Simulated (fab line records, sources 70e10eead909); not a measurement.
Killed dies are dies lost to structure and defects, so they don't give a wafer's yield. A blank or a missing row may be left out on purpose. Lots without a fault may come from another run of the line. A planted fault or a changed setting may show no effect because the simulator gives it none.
Chamber matching | flow nand_harc | NHARC_A_BONDPAD_DEP_00 on pecvd-02: 3 sister chambers
The step deposits SiCN, target thk 250 nm. 3 wafers are shown with their chamber, then 12 later ones without.

WAFERS WITH THEIR CHAMBER
wafer  | chamber | heater_power_w (W)
L088.3 | 1       | 479
L088.4 | 0       | 717
L088.6 | 2       | 608

WAFERS WITHOUT THEIR CHAMBER
wafer  | heater_power_w (W)
L093.2 | 641
L093.3 | 677
L093.5 | 708
L094.1 | 611
L094.3 | 592
L094.4 | 477
L095.3 | 585
L095.5 | 633
L095.6 | 611
L097.2 | 664
L097.3 | 506
L097.4 | 613

WHICH CHAMBER EACH WENT THROUGH
wafer  | from the rows above     | in truth
L093.2 | can't be placed: 2 or 0 | 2
L093.3 | can't be placed: 0 or 2 | 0
L093.5 | 0                       | 0
L094.1 | 2                       | 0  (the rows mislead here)
L094.3 | 2                       | 2
L094.4 | 1                       | 1
L095.3 | 2                       | 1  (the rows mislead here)
L095.5 | 2                       | 2
L095.6 | 2                       | 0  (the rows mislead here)
L097.2 | can't be placed: 0 or 2 | 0
L097.3 | 1                       | 1
L097.4 | 2                       | 2
Placed correctly: 6 of 12. Can't be placed from these rows: 3 (the true chamber is among the candidates in 3). Placed wrongly: 3.
How it was worked out, from the rows above alone: a wafer's distance from a chamber is the root of the sum, over the readings, of the square of ((its reading less the chamber's mean) divided by the reading's scatter). The wafer belongs to the nearest chamber; if the next one is less than 2 further off, it can't be placed. A chamber's mean is the mean of its shown wafers. The scatter: with one shown wafer a chamber, the root of the mean of the squares of how far each hidden wafer lies from its nearest shown one.
